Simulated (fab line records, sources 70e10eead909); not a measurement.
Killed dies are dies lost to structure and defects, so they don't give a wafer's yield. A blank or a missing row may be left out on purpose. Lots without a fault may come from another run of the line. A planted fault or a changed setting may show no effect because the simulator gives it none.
Chamber matching | flow nand_harc | NHARC_P_GATE_STRIP_108 on rie_diel-01: 4 sister chambers
The step strips in O2. 18 wafers are shown with their chamber, then 9 later ones without.

WAFERS WITH THEIR CHAMBER
wafer  | chamber | rf_vpp_V (V) | oes_product_au (a.u.) | throttle_valve_pct (%)
L074.4 | 3       | 58.3         | 0.995                 | 17.036
L074.5 | 1       | 58.1         | 1.000                 | 17.046
L074.6 | 0       | 57.8         | 1.008                 | 17.042
L075.1 | 2       | 58.0         | 0.992                 | 17.030
L075.2 | 3       | 57.9         | 0.996                 | 17.049
L075.3 | 1       | 58.8         | 0.996                 | 17.035
L075.4 | 0       | 57.1         | 1.000                 | 17.030
L075.5 | 0       | 57.5         | 1.003                 | 17.030
L075.6 | 3       | 58.3         | 0.997                 | 17.043
L077.3 | 3       | 57.6         | 0.996                 | 17.036
L077.4 | 1       | 58.8         | 1.010                 | 17.022
L077.5 | 3       | 58.1         | 0.998                 | 17.052
L077.1 | 2       | 57.1         | 1.002                 | 17.016
L077.2 | 0       | 57.5         | 1.000                 | 17.029
L077.6 | 0       | 58.3         | 1.006                 | 17.034
L080.3 | 2       | 57.8         | 0.992                 | 17.043
L080.5 | 0       | 57.6         | 1.003                 | 17.020
L080.6 | 1       | 58.9         | 1.000                 | 17.033

SIGNATURES (means of the wafers above)
reading            | chamber 0 | chamber 1 | chamber 2 | chamber 3 | scatter within a chamber
rf_vpp_V           | 57.633    | 58.650    | 57.633    | 58.040    | 0.378
oes_product_au     | 1.00333   | 1.00150   | 0.99533   | 0.99640   | 0.00405
throttle_valve_pct | 17.03083  | 17.03400  | 17.02967  | 17.04320  | 0.00897
Rule: a wafer's distance from a chamber is the root of the sum, over the readings, of the square of ((its reading less the chamber's mean) divided by the reading's scatter). The wafer belongs to the nearest chamber; if the next one is less than 2 further off, it can't be placed. The scatter: the root of (the sum of the squares of (reading less its chamber's mean) over the shown wafers, divided by (wafers less chambers)).

WAFERS WITHOUT THEIR CHAMBER
wafer  | rf_vpp_V (V) | oes_product_au (a.u.) | throttle_valve_pct (%)
L082.1 | 56.7         | 1.007                 | 17.043
L082.4 | 58.1         | 1.008                 | 17.031
L082.5 | 58.3         | 1.004                 | 17.024
L091.3 | 58.0         | 0.996                 | 17.018
L091.4 | 56.7         | 0.996                 | 17.029
L091.6 | 58.6         | 0.991                 | 17.038
L097.2 | 57.0         | 0.995                 | 17.030
L097.4 | 56.8         | 1.006                 | 17.030
L097.5 | 56.9         | 0.995                 | 17.044

WHICH CHAMBER EACH WENT THROUGH
wafer  | from the rows above               | in truth
L082.1 | can't be placed: 0 or 2 or 3      | 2
L082.4 | can't be placed: 0 or 1 or 3 or 2 | 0
L082.5 | can't be placed: 1 or 0 or 2 or 3 | 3
L091.3 | can't be placed: 2 or 0 or 3 or 1 | 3
L091.4 | can't be placed: 2 or 0 or 3      | 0
L091.6 | can't be placed: 3 or 1 or 2 or 0 | 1
L097.2 | can't be placed: 2 or 0 or 3      | 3
L097.4 | can't be placed: 0 or 2           | 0
L097.5 | can't be placed: 2 or 3 or 0      | 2
Placed correctly: 0 of 9. Can't be placed from these rows: 9 (the true chamber is among the candidates in 9). Placed wrongly: 0.
